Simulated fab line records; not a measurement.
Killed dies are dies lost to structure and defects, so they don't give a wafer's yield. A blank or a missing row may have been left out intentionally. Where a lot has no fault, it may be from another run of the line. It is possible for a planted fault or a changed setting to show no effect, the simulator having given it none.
Chamber matching :: flow n5-finfet :: N5_BEOL_M4_ETCH_63 on rie-diel-02: 4 sister chambers
The step etches SiARC in CF4, target depth 15.6 nm, time 26 s. 4 wafers are shown with their chamber, then 10 later ones without.

EACH WAFER AND ITS CHAMBER
wafer: L089.3
chamber: 0
drypump-motor-current-A (A): 6.3

wafer: L089.5
chamber: 2
drypump-motor-current-A (A): 5.2

wafer: L090.1
chamber: 3
drypump-motor-current-A (A): 5.7

wafer: L090.2
chamber: 1
drypump-motor-current-A (A): 5.4

WAFERS WHOSE CHAMBER IS MISSING
wafer: L090.4
drypump-motor-current-A (A): 6.4

wafer: L092.3
drypump-motor-current-A (A): 5.5

wafer: L092.4
drypump-motor-current-A (A): 6.3

wafer: L092.5
drypump-motor-current-A (A): 5.2

wafer: L096.3
drypump-motor-current-A (A): 5.4

wafer: L096.5
drypump-motor-current-A (A): 6.3

wafer: L096.6
drypump-motor-current-A (A): 5.7

wafer: L097.1
drypump-motor-current-A (A): 5.7

wafer: L097.3
drypump-motor-current-A (A): 6.3

wafer: L097.5
drypump-motor-current-A (A): 5.7

CHAMBER TAKEN BY EACH
wafer: L090.4
from the rows above: 0
in truth: 0

wafer: L092.3
from the rows above: 1
in truth: 1

wafer: L092.4
from the rows above: 0
in truth: 0

wafer: L092.5
from the rows above: 2
in truth: 2

wafer: L096.3
from the rows above: 1
in truth: 1

wafer: L096.5
from the rows above: 0
in truth: 0

wafer: L096.6
from the rows above: 3
in truth: 3

wafer: L097.1
from the rows above: 3
in truth: 3

wafer: L097.3
from the rows above: 0
in truth: 0

wafer: L097.5
from the rows above: 3
in truth: 3
Placed correctly: 10 of 10. Can't be placed from these rows: 0. 0 placed wrongly.
How it was worked out, from the rows above alone: a wafer's distance from a chamber is the root of the sum, over the readings, of the square of ((its reading less the chamber's mean) divided by the reading's scatter). If the next closest chamber is less than 2 further off than the closest, the wafer can't be placed; otherwise it belongs to the closest. A chamber's mean is the mean of its shown wafers. The scatter: root of mean squared gap, hidden wafer to nearest shown wafer, with one shown wafer a chamber.
